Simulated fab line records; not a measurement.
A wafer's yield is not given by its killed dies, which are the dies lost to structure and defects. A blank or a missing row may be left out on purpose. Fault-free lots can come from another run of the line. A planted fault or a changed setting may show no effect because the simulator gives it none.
The tool behind it: which one? ; flow n5-finfet ; 24 lots, 72 wafers sampled, at 3 steps of a route of 1938

== WHAT THE GAUGES READ, wafer by wafer ==
N5_BEOL_M13_CD_MEAS_17: the cd target is 190 nm.
lot;measured;on;cd-nm (nm)
L074;day 11 00:09;cd-sem-01;190.0 192.8 188.0
L075;day 11 00:19;cd-sem-02;190.1 189.9 192.0
L076;day 11 05:40;cd-sem-03;188.5 191.6 190.9
L077;day 11 05:57;cd-sem-03;188.7 186.8 187.8
L079;day 11 18:52;cd-sem-03;188.4 187.8 187.9
L078;day 11 19:40;cd-sem-03;190.2 190.2 189.4
L080;day 12 04:00;cd-sem-03;189.4 191.5 187.5
L081;day 12 07:44;cd-sem-01;193.8 193.2 188.0
L082;day 12 10:41;cd-sem-02;190.4 190.2 191.2
L083;day 12 23:45;cd-sem-03;191.7 190.8 190.9
L085;day 13 03:10;cd-sem-02;189.8 191.2 190.8
L084;day 13 03:40;cd-sem-01;190.0 189.0 190.7
L086;day 14 04:31;cd-sem-02;192.2 191.9 194.5
L087;day 14 08:28;cd-sem-03;192.2 191.3 192.1
L089;day 14 14:43;cd-sem-01;191.8 192.3 193.2
L088;day 14 20:50;cd-sem-02;190.9 191.7 192.1
L091;day 15 03:01;cd-sem-02;190.5 188.1 189.7
L090;day 15 15:53;cd-sem-01;189.1 189.8 189.9
L092;day 16 09:19;cd-sem-01;189.1 191.1 189.8
L093;day 17 06:45;cd-sem-01;188.6 188.1 190.3
L094;day 17 14:26;cd-sem-01;189.2 190.6 187.8
L096;day 17 15:50;cd-sem-02;190.5 189.7 190.4
L097;day 18 21:22;cd-sem-02;191.2 192.6 190.6
L095;day 19 01:54;cd-sem-02;188.7 189.1 188.5

N5_BEOL_M13_CD_MEAS_28: the cd target is 209.5 nm.
lot;measured;on;cd-nm (nm)
L074;day 11 00:36;cd-sem-02;210.2 208.4 208.9
L075;day 11 00:46;cd-sem-02;210.4 209.6 210.3
L076;day 11 05:59;cd-sem-01;207.6 207.2 208.6
L077;day 11 06:24;cd-sem-01;209.6 209.9 211.7
L079;day 11 19:11;cd-sem-02;210.2 209.3 210.9
L078;day 11 20:07;cd-sem-01;209.4 208.6 209.1
L080;day 12 04:19;cd-sem-02;211.9 209.6 209.9
L081;day 12 08:04;cd-sem-01;210.6 207.5 207.2
L082;day 12 11:08;cd-sem-01;206.9 208.6 209.3
L083;day 13 00:05;cd-sem-02;211.3 208.8 209.2
L085;day 13 03:30;cd-sem-03;208.2 209.7 209.2
L084;day 13 04:07;cd-sem-02;208.9 208.2 209.7
L086;day 14 04:58;cd-sem-03;209.7 209.3 208.8
L087;day 14 08:47;cd-sem-03;209.6 208.8 209.4
L089;day 14 15:02;cd-sem-03;207.4 207.9 207.3
L088;day 14 21:10;cd-sem-03;208.3 208.1 207.7
L091;day 15 03:28;cd-sem-01;209.2 208.6 207.5
L090;day 15 16:13;cd-sem-03;208.8 208.9 209.4
L092;day 16 09:38;cd-sem-03;210.2 209.1 209.9
L093;day 17 07:12;cd-sem-02;208.3 209.3 208.8
L094;day 17 14:46;cd-sem-01;209.6 209.8 210.1
L096;day 17 16:18;cd-sem-02;207.4 208.9 210.0
L097;day 18 21:42;cd-sem-02;211.5 209.5 210.4
L095;day 19 02:13;cd-sem-01;208.6 210.3 210.0

== EACH LOT AND THE TOOL THAT RAN IT (in order: tool; ch and the chambers of the sampled wafers; start) ==
lot;N5_BEOL_M12_ETCH_68
L074;rie-diel-03 ch 0,1,2, day 10 19:17
L075;rie-diel-01 ch 0,1,3, day 10 20:47
L076;rie-diel-05 ch 0,2, day 11 01:43
L077;rie-diel-01 ch 0,2,3, day 11 02:20
L079;rie-diel-01 ch 1,3, day 11 14:28
L078;rie-diel-05 ch 0,2, day 11 14:49
L080;rie-diel-05 ch 0,2, day 11 23:58
L081;rie-diel-03 ch 2,3, day 12 04:42
L082;rie-diel-03 ch 0,3, day 12 07:36
L083;rie-diel-05 ch 1,2,3, day 12 19:25
L085;rie-diel-03 ch 2,3, day 12 23:26
L084;rie-diel-03 ch 0,1,2, day 13 00:19
L086;rie-diel-01 ch 0,1, day 13 22:25
L087;rie-diel-05 ch 0,1,2, day 14 03:10
L089;rie-diel-05 ch 0,1, day 14 08:14
L088;rie-diel-01 ch 0,1,2, day 14 16:15
L091;rie-diel-03 ch 0,2,3, day 14 23:39
L090;rie-diel-01 ch 2,3, day 15 10:51
L092;rie-diel-03 ch 0,1,3, day 16 04:35
L093;rie-diel-01 ch 1,2, day 16 23:46
L094;rie-diel-05 ch 0,1,3, day 17 08:52
L096;rie-diel-03 ch 0,2,3, day 17 10:16
L097;rie-diel-01 ch 1,3, day 18 09:07
L095;rie-diel-03 ch 0,1,3, day 18 19:13
- N5_BEOL_M12_ETCH_68: etches SOC in N2/H2, time 285 s.

== AS READ BY THE TOOLS THEMSELVES (means over the sampled wafers that have a number; for cases with no such wafer, the mark the record gives instead) ==
N5_BEOL_M12_ETCH_68.
lot;tool;drypump-motor-current-A (A);oes-product-au (a.u.);rf-vpp-V (V);showerhead-plenum-p-Torr (Torr);throttle-valve-pct (%)
L074;rie-diel-03;5.8;0.87;523.4;2.53;17.59
L075;rie-diel-01;5.7;0.84;527.3;2.65;17.77
L076;rie-diel-05;6.1;0.79;527.8;2.66;17.76
L077;rie-diel-01;5.5;0.84;526.9;2.65;17.80
L079;rie-diel-01;5.8;0.87;527.3;2.67;17.90
L078;rie-diel-05;6.1;0.78;527.5;2.65;17.77
L080;rie-diel-05;6.1;0.86;527.8;2.68;17.57
L081;rie-diel-03;5.1;0.78;521.2;2.43;17.84
L082;rie-diel-03;5.8;0.68;524.3;2.54;18.02
L083;rie-diel-05;5.9;0.78;523.7;2.50;17.72
L085;rie-diel-03;5.2;0.82;521.9;2.44;17.70
L084;rie-diel-03;5.8;0.83;523.7;2.52;17.62
L086;rie-diel-01;5.4;0.77;525.7;2.62;17.70
L087;rie-diel-05;5.9;0.83;525.6;2.59;17.62
L089;rie-diel-05;5.9;0.89;526.9;2.62;17.40
L088;rie-diel-01;5.6;0.80;525.4;2.59;17.70
L091;rie-diel-03;5.5;0.84;522.2;2.49;17.72
L090;rie-diel-01;5.6;0.83;527.4;2.65;17.96
L092;rie-diel-03;5.8;0.93;524.8;2.59;17.47
L093;rie-diel-01;5.7;0.80;524.3;2.56;17.68
L094;rie-diel-05;5.9;0.88;526.5;2.62;17.44
L096;rie-diel-03;5.5;0.89;525.2;2.59;17.59
L097;rie-diel-01;5.8;0.81;526.6;2.64;17.98
L095;rie-diel-03;5.8;0.88;525.0;2.58;17.52

== THE ANSWER, worked out from the rows above alone ==
Rule: usual is defined by the lots themselves. Put in order of their means at a reading, lots are off if they are a third of the lots or fewer, leave a main group of 4 or more, and stand apart from it by a gap of 3 or more times the standard deviation of the main group's means; of several such gaps the widest counts. If all means in a main group match to the digits the tables above print for the reading, that group is not used. Also off: a lot with no number at a reading for which 4 or more lots have one. The other lots that the step has rows for count as sound. First the gauges in route order, then the tools' own readings, where a lot's mean is used as printed above. At the first step where some lot is off, the reading lying furthest off is the one used; lots without a number count as furthest.
Across all readings shown, no lot is off: no conclusion can be drawn from this.

== WHAT THE SIMULATOR PUT IN ==
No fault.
